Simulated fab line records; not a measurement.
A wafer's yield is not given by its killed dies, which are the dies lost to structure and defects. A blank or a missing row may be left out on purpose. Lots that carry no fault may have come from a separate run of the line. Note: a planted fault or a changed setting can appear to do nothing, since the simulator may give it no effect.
Split-lot trial | flow n5 finfet | on a route of 1938 steps: 7 lots, 21 wafers read

## ABOUT THE SPLIT
At N5_BEOL_M15_ETCH_61 (etches BARC in N2/H2, target depth 89 nm, overetch 26.7 nm, time 67.9 s), the setting time s was moved away from the recipe's 67.9 s on 7 of the 21 wafers read, by -16.4% to +10.9%. This setting was run at the recipe's value on the other wafers.

Reading taken at the split's own step.

## THE READING
coat_of_BEOL_M15_COAT_22.thk nm (the simulator's own value, which no gauge read), in nm, at N5_BEOL_M15_ETCH_61 (etches BARC in N2/H2, target depth 89 nm, overetch 26.7 nm, time 67.9 s). No usual value for it is given in the file. Here, 14 wafers ran the recipe; their average is 719.5 nm with a standard deviation of 2.2 nm.

wafer  | tool, chamber at the split | time s as run, s | against the recipe | coat_of_BEOL_M15_COAT_22.thk nm, nm | against lot-mates on the recipe
L074.3 | rie diel-05, 3             | 60.9             | -10.3%             | 724.4                               | +5.8
L074.4 | rie diel-05, 2             | 60.9             | -10.3%             | 727                                 | +8.4
L074.6 | rie diel-05, 3             | 67.9             | recipe             | 718.6                               | -
L076.3 | rie diel-03, 0             | 74.7             | +10.0%             | 711.2                               | -9.8
L076.4 | rie diel-03, 2             | 67.9             | recipe             | 719.8                               | -
L076.6 | rie diel-03, 3             | 67.9             | recipe             | 722.2                               | -
L081.2 | rie diel-03, 3             | 67.9             | recipe             | 717.6                               | -
L081.3 | rie diel-03, 1             | 58.29            | -14.2%             | 729.6                               | +11.0
L081.4 | rie diel-03, 2             | 67.9             | recipe             | 719.6                               | -
L084.3 | rie diel-05, 1             | 67.9             | recipe             | 723.4                               | -
L084.4 | rie diel-05, 3             | 67.9             | recipe             | 720.8                               | -
L084.5 | rie diel-05, 2             | 67.9             | recipe             | 722                                 | -
L094.4 | rie diel-02, 1             | 75.32            | +10.9%             | 709.2                               | -7.4
L094.5 | rie diel-02, 3             | 67.9             | recipe             | 719.2                               | -
L094.6 | rie diel-02, 2             | 67.9             | recipe             | 714                                 | -
L096.4 | rie diel-03, 2             | 67.9             | recipe             | 720.2                               | -
L096.5 | rie diel-03, 2             | 56.78            | -16.4%             | 725.8                               | +5.6
L096.6 | rie diel-03, 1             | 56.78            | -16.4%             | 729.2                               | +9.0
L095.1 | rie diel-03, 3             | 67.9             | recipe             | 718.4                               | -
L095.4 | rie diel-03, 2             | 67.9             | recipe             | 718.4                               | -
L095.5 | rie diel-03, 1             | 67.9             | recipe             | 719                                 | -

THE FIT
A straight line over all 21 wafers: coat_of_BEOL_M15_COAT_22.thk nm changes by -0.642 nm for each +1% of time s; r = -0.90; the points scatter about the line by 2.3 nm.
The same after taking each lot's own level away (the mean of its wafers on the recipe; 21 wafers): -0.629 nm for each +1%; r = -0.93; scatter 1.8 nm.
According to that fit, moving time s by its largest amount changes the reading by 10 nm.
The lots' own levels span 716.60 to 722.07 nm, that is 2.5 times the standard deviation above.
So the lot-to-lot level changes the slope little: the two slopes agree.
Check: for one of the wafers moved furthest among these (-16.4%), held out of the fit, the line's prediction against its lot-mates is +11.3 nm. It came out at +5.6 nm against them.

## FURTHER SPLITS ON THESE WAFERS
Before the reading, these wafers also passed through other splits. Each is held against what the fit with the lots' levels taken away leaves over:
other split on the same wafers    | wafers away from the commonest value | r with coat_of_BEOL_M15_COAT_22.thk nm (lot level and that fit taken away)
N5_BEOL_M12_TRENCH_ETCH_34 time s | 7                                    | +0.05
N5_BEOL_M13_SPUTTER_43 time s     | 9                                    | +0.26
N5_BEOL_M14_ILD_DEP_00 time s     | 10                                   | +0.01
N5_BEOL_M15_COAT_60 spin rpm      | 7                                    | -0.06

## FILE'S OWN FIT
coat_of_BEOL_M15_COAT_22.thk nm changes by -0.664 nm for each +1% of time s, r = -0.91.
